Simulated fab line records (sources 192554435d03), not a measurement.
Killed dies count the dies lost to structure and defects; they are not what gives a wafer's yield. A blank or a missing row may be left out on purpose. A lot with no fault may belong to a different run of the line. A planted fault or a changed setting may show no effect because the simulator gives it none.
fab line records	flow n5-finfet
record: lots: 12	wafers: 35	last-day: 17
route steps=1938 shown BEOL_M9@1461 BEOL_M10@1472 PASSIVATION@1936
lots untouched by any fault: they come from a run of this same line in which no faults occurred
start-h: the number of hours between the record's first day and the start of the first shown wafer of the lot	wait-h: hours since the lot's step before	" the same as in the row above	L1.1+2: a single row standing in for several wafers	- either no value or no given start	* or withheld: withheld	< > ~ a bound
route shown NAME@n: a module of which the file shows steps, and the number in the route of the first	usual: average and standard deviation across the fault-free wafers	same: alike in all rows	chamber/n: place in a boat	sites: readings site by site	_std_site: their standard deviation	_edge_site: mean of outer sites minus mean of inner sites	radius-mm: how far each site lies from the wafer's centre	mask NAME#n: copy n	behind: tool/chamber where the wafer was last shaped	hold: why the lot went on hold/how many hours it stayed there/how the hold came to an end	device: names the non-switching transistor (n, p or np)	end of line: the same wafers' tests at the end of the route	a step without rows: its recipe alone	killed: the dies lost at the first sort to structure and to defects; this is not the yield of the wafer	map: a wafer's dies, marking killed ones x, the rest . and places with no die _
set.NAME: the setting that was run; set.NAME@STEP: the one run at that earlier step	model.NAME: the simulator's own value behind a step, which no gauge read
steps of the route over a sample of lots; a table a step, a row a wafer
services: the hour from which a tool's chamber was out of use, counted from the record's first day as start-h (under 0 if before that day), plus the number of hours and why
== steps ==
step: N5_BEOL_M9_SPUTTER_48
recipe: material: Cu	target-thk-a: 120	temp-c: -20	bias-v: 60	power-w: 26000	chamber-pressure-pa: 0.13	time-s: 2
usual: bias-v: 59.9/0.62	throttle-valve-pct: 29.7/0.97
lot.wafer	tool	chamber	start-h	wait-h	bias-v	throttle-valve-pct
L472.1	pvd-sputter-01	-	208.21	0.1	59.1	31.3
L472.4	"	-	"	"	60.0	29.0
L472.6	"	-	"	"	60.3	30.2
L473.1	pvd-sputter-01	-	211.59	0.2	60.0	31.2
L473.2	"	-	"	"	60.3	30.0
L473.4	"	-	"	"	59.8	30.2
L474.2	pvd-sputter-03	-	227.63	0.4	61.1	28.1
L474.5	"	-	"	"	60.0	30.2
L474.6	"	-	"	"	59.2	30.3
L475.1	pvd-sputter-01	-	235.51	1.7	60.7	31.3
L475.2	"	-	"	"	59.2	30.2
L475.4	"	-	"	"	59.9	29.5
L477.3	pvd-sputter-03	-	247.86	0.1	60.0	30.4
L477.4	"	-	"	"	60.7	29.7
L477.6	"	-	"	"	60.1	30.1
L478.1	pvd-sputter-01	-	262.83	0.1	59.7	31.1
L478.2	"	-	"	"	60.1	30.0
L478.6	"	-	"	"	60.2	30.2
L480.1	pvd-sputter-03	-	268.90	0.2	59.0	28.2
L480.4	"	-	"	"	60.9	29.4
L480.6	"	-	"	"	59.4	28.2
L481.2	pvd-sputter-03	-	271.58	1.0	59.4	29.7
L481.5	"	-	"	"	59.4	29.9
L481.6	"	-	"	"	59.3	30.5
L482.3	pvd-sputter-02	-	275.18	0.1	59.5	30.4
L482.4	"	-	"	"	61.0	30.2
L482.5	"	-	"	"	60.0	27.9
L486.2	pvd-sputter-01	-	309.23	0.2	60.0	30.0
L486.3	"	-	"	"	60.2	29.5
L486.4	"	-	"	"	60.6	30.3
L489.2	pvd-sputter-02	-	317.87	0.1	60.3	30.2
L489.4	"	-	"	"	61.0	28.4
L494.1	pvd-sputter-02	-	341.59	0.2	60.0	30.2
L494.4	"	-	"	"	58.7	30.5
L494.6	"	-	"	"	60.4	28.6
step: N5_BEOL_M9_DEP_56
recipe: material: SiCN	target-thk-a: 150	temp-c: withheld	precursor: 3MS/NH3	pressure-torr: 3	rf-w: 202	time-s: 26.5
usual: showerhead-plenum-p-Torr: 3.660/0.014	throttle-valve-pct: 8.89/0.25
lot.wafer	tool	chamber	start-h	wait-h	showerhead-plenum-p-Torr	throttle-valve-pct
L472.1	pecvd-02	1	209.18	0.0	3.614	8.60
L472.4	"	0	"	"	3.681	8.78
L472.6	"	2	"	"	3.639	9.07
L473.1	pecvd-03	1	212.48	0.0	3.657	8.83
L473.2	"	0	"	"	3.676	8.86
L473.4	"	1	"	"	3.662	8.90
L474.2	pecvd-03	2	228.93	0.0	3.657	8.45
L474.5	"	2	"	"	3.665	8.63
L474.6	"	0	"	"	3.683	9.08
L475.1	pecvd-03	2	236.89	0.0	3.663	8.85
L475.2	"	0	"	"	3.673	8.88
L475.4	"	2	"	"	3.663	8.62
L477.3	pecvd-03	2	249.34	0.0	3.665	8.63
L477.4	"	1	"	"	3.662	8.90
L477.6	"	2	"	"	3.668	8.49
L478.1	pecvd-01	0	263.73	0.0	3.653	9.15
L478.2	"	1	"	"	3.655	8.98
L478.6	"	1	"	"	3.663	8.51
L480.1	pecvd-03	0	270.30	0.0	3.677	8.85
L480.4	"	2	"	"	3.660	8.60
L480.6	"	1	"	"	3.660	8.98
L481.2	pecvd-03	0	272.49	0.0	3.676	9.14
L481.5	"	0	"	"	3.673	8.76
L481.6	"	2	"	"	3.654	8.59
L482.3	pecvd-01	1	276.06	0.0	3.669	9.11
L482.4	"	1	"	"	3.660	8.59
L482.5	"	2	"	"	3.655	8.62
L486.2	pecvd-03	1	310.92	0.0	3.664	8.92
L486.3	"	0	"	"	3.678	9.05
L486.4	"	0	"	"	3.678	9.28
L489.2	pecvd-02	2	319.18	0.0	3.646	9.40
L489.4	"	1	"	"	3.633	8.97
L494.1	pecvd-03	2	342.47	0.0	3.651	8.48
L494.4	"	2	"	"	3.664	8.52
L494.6	"	0	"	"	3.675	8.97
step: N5_BEOL_M10_THK_MEAS_01
recipe: reads: SiCOH_lowk_of_BEOL_M10_ILD_DEP_00
usual: M10_ILD_THK: 267/4.2
lot.wafer	tool	chamber	start-h	wait-h	M10_ILD_THK[nm]
L472.1	film-metro-01	-	209.91	0.4	260
L472.4	"	-	"	"	264
L472.6	"	-	"	"	265
L473.1	film-metro-01	-	213.33	0.4	271
L473.2	"	-	"	"	266
L473.4	"	-	"	"	268
L474.2	film-metro-01	-	229.85	0.4	268
L474.5	"	-	"	"	273
L474.6	"	-	"	"	267
L475.1	film-metro-02	-	237.64	0.4	259
L475.2	"	-	"	"	267
L475.4	"	-	"	"	267
L477.3	film-metro-01	-	250.07	0.3	264
L477.4	"	-	"	"	269
L477.6	"	-	"	"	263
L478.1	film-metro-02	-	265.94	0.4	265
L478.2	"	-	"	"	274
L478.6	"	-	"	"	268
L480.1	film-metro-02	-	271.03	0.4	263
L480.4	"	-	"	"	275
L480.6	"	-	"	"	267
L481.2	film-metro-01	-	273.22	0.4	271
L481.5	"	-	"	"	273
L481.6	"	-	"	"	276
L482.3	film-metro-02	-	276.79	0.3	260
L482.4	"	-	"	"	267
L482.5	"	-	"	"	270
L486.2	film-metro-01	-	311.65	0.4	269
L486.3	"	-	"	"	264
L486.4	"	-	"	"	271
L489.2	film-metro-02	-	319.90	0.4	267
L489.4	"	-	"	"	270
L494.1	film-metro-01	-	343.20	0.4	265
L494.4	"	-	"	"	273
L494.6	"	-	"	"	268
step: N5_BEOL_M10_COAT_60
recipe: resist: SiARC	temp-c: 220	time-s: 60	spin-rpm: 1500	resist-thk-nm: 30
usual: heater-power-total-W: 427.4/2.2	run-length-s: 66.35/0.12
lot.wafer	tool	chamber	start-h	wait-h	heater-power-total-W	run-length-s
L472.1	litho-track-04	0	210.92	-	426.2	66.69
L472.4	"	0	"	"	426.2	66.36
L472.6	"	0	"	"	425.0	66.36
L473.1	litho-track-04	0	215.34	-	425.1	66.51
L473.2	"	0	"	"	429.6	66.45
L473.4	"	0	"	"	425.5	66.47
L474.2	litho-track-03	0	232.43	-	429.0	66.18
L474.5	"	0	"	"	428.9	66.18
L474.6	"	0	"	"	424.8	66.28
L475.1	litho-track-04	0	238.19	-	431.0	66.26
L475.2	"	0	"	"	430.5	66.38
L475.4	"	0	"	"	430.7	66.53
L477.3	litho-track-02	0	250.82	-	431.0	66.54
L477.4	"	0	"	"	426.4	66.23
L477.6	"	0	"	"	430.1	66.42
L478.1	litho-track-03	0	266.17	-	424.9	66.34
L478.2	"	0	"	"	430.6	66.29
L478.6	"	0	"	"	424.7	66.25
L480.1	litho-track-04	0	272.05	-	425.0	66.29
L480.4	"	0	"	"	429.4	66.29
L480.6	"	0	"	"	430.1	66.63
L481.2	litho-track-03	0	275.07	-	430.8	66.29
L481.5	"	0	"	"	427.5	66.32
L481.6	"	0	"	"	429.4	66.31
L482.3	litho-track-02	0	277.78	-	429.0	66.20
L482.4	"	0	"	"	425.9	66.21
L482.5	"	0	"	"	430.3	66.28
L486.2	litho-track-02	0	312.26	-	567.2	44.89
L486.3	"	0	"	"	429.9	66.39
L486.4	"	0	"	"	424.4	66.40
L489.2	litho-track-02	0	321.03	-	563.3	45.05
L489.4	"	0	"	"	425.2	66.37
L494.1	litho-track-04	0	344.79	-	426.6	66.48
L494.4	"	0	"	"	429.7	66.45
L494.6	"	0	"	"	431.0	66.27
step: N5_PASSIVATION_PROBE_49
usual: defect-limited-yield: 91.1/1.4	killed_at_M0_to_M3: 32/9.4	killed_at_M4_up: 14/5.1	killed-at-contacts: 11/5.5	killed-at-front-end: 44/13	killed-at-other: 4/3.2	killed-dies: 104/16	killed-open: 70/12	killed-short: 33/7.8	sort_bin_4_leakage: 0.01/0.057	sort_bin_5_function: 5.1/0.91	sort_bin_6_memory: 3.4/0.63	sort-n-pass: 1075/16	sort-yield-pct: 91.2/1.4
same: gross-dies: 1180	killed-at-back-side: 0	sort_bin_8_speed[%]: 0
lot.wafer	tool	chamber	start-h	wait-h	defect-limited-yield[%]	killed_at_M0_to_M3	killed_at_M4_up	killed-at-contacts	killed-at-front-end	killed-at-other	killed-dies	killed-open	killed-short	sort_bin_4_leakage[%]	sort_bin_5_function[%]	sort_bin_6_memory[%]	sort-n-pass	sort-yield-pct[%]
L473.1	prober-01	-	268.12	0.0	92.5	30	10	7	40	1	88	61	26	0	4.5	2.8	1092	92.5
L473.2	prober-01	-	268.17	0.1	92.5	37	7	13	31	1	89	55	31	0	4.1	3.0	1091	92.5
L473.4	prober-01	-	268.27	0.2	93.1	25	8	5	41	3	82	63	19	0	4.9	1.9	1098	93.1
L489.2	prober-01	-	373.64	0.1	91.0	43	19	18	25	1	106	77	29	0	4.7	4.0	1074	91.0
L489.4	prober-01	-	373.74	0.2	89.0	51	15	6	58	0	130	89	40	0	6.2	4.4	1050	89.0
killed by level:class
L473.1 STI_FIN_REVEAL:geometric-particle:open=13 FIN_SAQP:geometric-particle:open=12 BEOL_M0_SAQP:geometric-particle:open=6 MOL_CONTACT_COAG:geometric-particle:open=6 BEOL_M1:geometric-particle:open=5 BEOL_M2:geometric-particle:open=5 FIN_SAQP:geometric-particle:short=4 BEOL_M1:geometric-particle:short=4
L473.2 BEOL_M0_SAQP:geometric-particle:short=15 MOL_CONTACT_COAG:geometric-particle:open=10 STI_FIN_REVEAL:geometric-particle:open=7 FIN_SAQP:geometric-particle:open=6 BEOL_M0_SAQP:geometric-particle:open=6 DUMMY_GATE:geometric-particle:open=5 STARTING-WAFER:geometric-particle:open=5 FIN_SAQP:geometric-particle:short=4
L473.4 BEOL_M0_SAQP:geometric-particle:open=11 FIN_SAQP:geometric-particle:open=9 DUMMY_GATE:geometric-particle:open=9 STI_FIN_REVEAL:geometric-particle:open=7 BEOL_M0_SAQP:geometric-particle:short=6 MOL_CONTACT_COAG:geometric-particle:open=4 BEOL_M4:geometric-particle:open=4 ILD0:geometric-particle:open=3
L489.2 BEOL_M1:geometric-particle:open=19 MOL_CONTACT_COAG:geometric-particle:open=13 BEOL_M4:geometric-particle:open=8 BEOL_M0_SAQP:geometric-particle:short=7 FIN_SAQP:geometric-particle:open=6 DUMMY_GATE:geometric-particle:open=6 MOL_CONTACT_COAG:geometric-particle:short=5 BEOL_M8:geometric-particle:open=5
L489.4 FIN_SAQP:geometric-particle:open=17 BEOL_M0_SAQP:geometric-particle:open=14 FIN_SAQP:geometric-particle:short=13 BEOL_M1:geometric-particle:open=11 BEOL_M0_SAQP:geometric-particle:short=10 BEOL_M4:geometric-particle:open=8 STI_FIN_REVEAL:geometric-particle:open=6 MOL_CONTACT_COAG:geometric-particle:open=5
== services ==
tool	chamber	start-h	hours	kind
pecvd-01	0	185.12	16.5	scheduled-down
pecvd-01	0	201.62	2.1	scheduled-down
pecvd-01	2	203.75	-	clean
pecvd-01	2	203.75	-	consumable-replace:showerhead
pecvd-01	2	203.75	29.0	scheduled-down
pecvd-01	2	203.75	29.0	vent-cycle
pecvd-03	1	222.66	16.7	repair
pvd-sputter-03	-	233.49	3.4	repair
pecvd-01	2	259.67	5.5	scheduled-down
pecvd-02	1	320.43	10.2	repair
pecvd-01	-	325.07	3.4	repair
pecvd-02	2	338.73	2.1	scheduled-down
== key ==
first-sign: step: N5_BEOL_M10_COAT_60	reading: run-length-s	direction: down	sigmas: 99+	usual: *	struck: *
effect: step: N5_BEOL_M10_COAT_60	reading: heater-power-total-W	direction: up	sigmas: 63	usual: *	struck: *
met-at N5_BEOL_M10_COAT_60
struck-lots L486,L489
struck-wafers L486.2,L489.2
not-acting-at N5_BEOL_M9_SPUTTER_48,N5_BEOL_M9_DEP_56,N5_BEOL_M10_THK_MEAS_01
onset-between 277.78 312.26
fault: kind: process-parameter-drift	tool: litho-track-02	chamber: -	onset-h: 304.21	steps: N5_BEOL_M10_COAT_60	channel: time-s	offset: *	shape: step	end-h: 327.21	scope: struck-wafers-only	acts-in: *	stated: *
